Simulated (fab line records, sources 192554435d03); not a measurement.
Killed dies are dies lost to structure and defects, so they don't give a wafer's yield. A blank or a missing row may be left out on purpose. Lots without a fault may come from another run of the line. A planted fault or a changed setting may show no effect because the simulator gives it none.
Which tool did it? | flow n5_finfet | 10 lots, 29 wafers sampled, at 4 steps of a route of 1938

WHAT THE GAUGES READ, wafer by wafer
N5_BEOL_M0_SAQP_CD_MEAS_40: target cd 30 nm.
lot  | measured     | on        | cd_nm (nm)
L700 | day 6 05:04  | cd_sem-01 | 29.55 30.04 30.11
L702 | day 6 07:35  | cd_sem-01 | 29.73 29.92 29.99
L703 | day 6 23:46  | cd_sem-01 | 29.45 29.92
L707 | day 7 14:53  | cd_sem-01 | 30.15 30.56 29.90
L708 | day 7 20:15  | cd_sem-02 | 29.78 29.73 29.49
L709 | day 8 01:44  | cd_sem-03 | 30.30 30.00 30.14
L712 | day 8 20:47  | cd_sem-01 | 29.94 29.91 29.82
L713 | day 8 23:58  | cd_sem-02 | 30.57 30.32 30.02
L715 | day 9 15:22  | cd_sem-01 | 16.24 29.96 15.78
L723 | day 11 11:45 | cd_sem-01 | 30.17 30.21 29.78

WHICH TOOL RAN EACH LOT (tool, then ch and the chambers of the sampled wafers, then the start)
lot  | N5_BEOL_M0_SAQP_ETCH_107           | N5_BEOL_M0_SAQP_SPACER2_ALD_26    | N5_BEOL_M0_SAQP_EXPOSE_37
L700 | rie_diel-03 ch 0,1,3, day 6 03:46  | ald_sin-02 ch 1,3, day 6 04:01    | euv_scanner-02 ch 0, day 6 04:57
L702 | rie_diel-02 ch 1,2,3, day 6 05:36  | ald_sin-02 ch 1,2,3, day 6 06:22  | euv_scanner-01 ch 0, day 6 07:28
L703 | rie_diel-03 ch 1,2, day 6 22:17    | ald_sin-03 ch 1, day 6 22:34      | euv_scanner-01 ch 0, day 6 23:38
L707 | rie_diel-03 ch 1,3, day 7 13:27    | ald_sin-01 ch 0,2,3, day 7 13:41  | euv_scanner-02 ch 0, day 7 14:45
L708 | rie_diel-03 ch 2,3, day 7 18:57    | ald_sin-01 ch 0,1, day 7 19:12    | euv_scanner-02 ch 0, day 7 20:07
L709 | rie_diel-06 ch 1,3, day 8 00:11    | ald_sin-01 ch 0,1, day 8 00:28    | euv_scanner-01 ch 0, day 8 01:36
L712 | rie_diel-02 ch 1,2,3, day 8 18:51  | ald_sin-02 ch 0,1, day 8 19:33    | euv_scanner-02 ch 0, day 8 20:40
L713 | rie_diel-03 ch 1,2,3, day 8 21:55  | ald_sin-03 ch 0,1,3, day 8 22:46  | euv_scanner-01 ch 0, day 8 23:50
L715 | rie_diel-06 ch 2,3, day 9 13:41    | ald_sin-01 ch 0,1,3, day 9 14:11  | euv_scanner-01 ch 0, day 9 15:14
L723 | rie_diel-06 ch 1,2,3, day 11 10:27 | ald_sin-02 ch 0,1,3, day 11 10:42 | euv_scanner-02 ch 0, day 11 11:37
- N5_BEOL_M0_SAQP_ETCH_107: etches SiNx in CH3F/O2, target depth 30 nm.
- N5_BEOL_M0_SAQP_SPACER2_ALD_26: deposits SiO2, target thk 15 nm, pulse time 1 s, purge time 2 s.
- N5_BEOL_M0_SAQP_EXPOSE_37: exposes mask M0 CUT1, target cd 30 nm.

THE ANSWER, worked out from the rows above alone
Rule: what is usual is taken from the lots themselves. Put in order of their means at a reading, lots are off if they are a third of the lots or fewer, leave a main group of 4 or more, and stand apart from it by a gap of 3 or more times the standard deviation of the main group's means; of several such gaps the widest counts. A main group whose means are all the same, to the digits that the tables above print for the reading, isn't used. A lot without any number at a reading at which 4 lots or more have one is off too. The other lots that the step has rows for count as sound.
Off: L715, at N5_BEOL_M0_SAQP_CD_MEAS_40 (cd_nm). The main group: mean 29.97 nm, standard deviation 0.21.
A tool fits if, at a process step before that reading, it ran every lot that is off, and no sound lot after the first of them. The gauges at N5_BEOL_M0_SAQP_CD_MEAS_40 are tried like those tools. Can't be told from this: 2 tools fit, ald_sin-01 at N5_BEOL_M0_SAQP_SPACER2_ALD_26, euv_scanner-01 at N5_BEOL_M0_SAQP_EXPOSE_37.

WHAT THE SIMULATOR HAD PUT IN
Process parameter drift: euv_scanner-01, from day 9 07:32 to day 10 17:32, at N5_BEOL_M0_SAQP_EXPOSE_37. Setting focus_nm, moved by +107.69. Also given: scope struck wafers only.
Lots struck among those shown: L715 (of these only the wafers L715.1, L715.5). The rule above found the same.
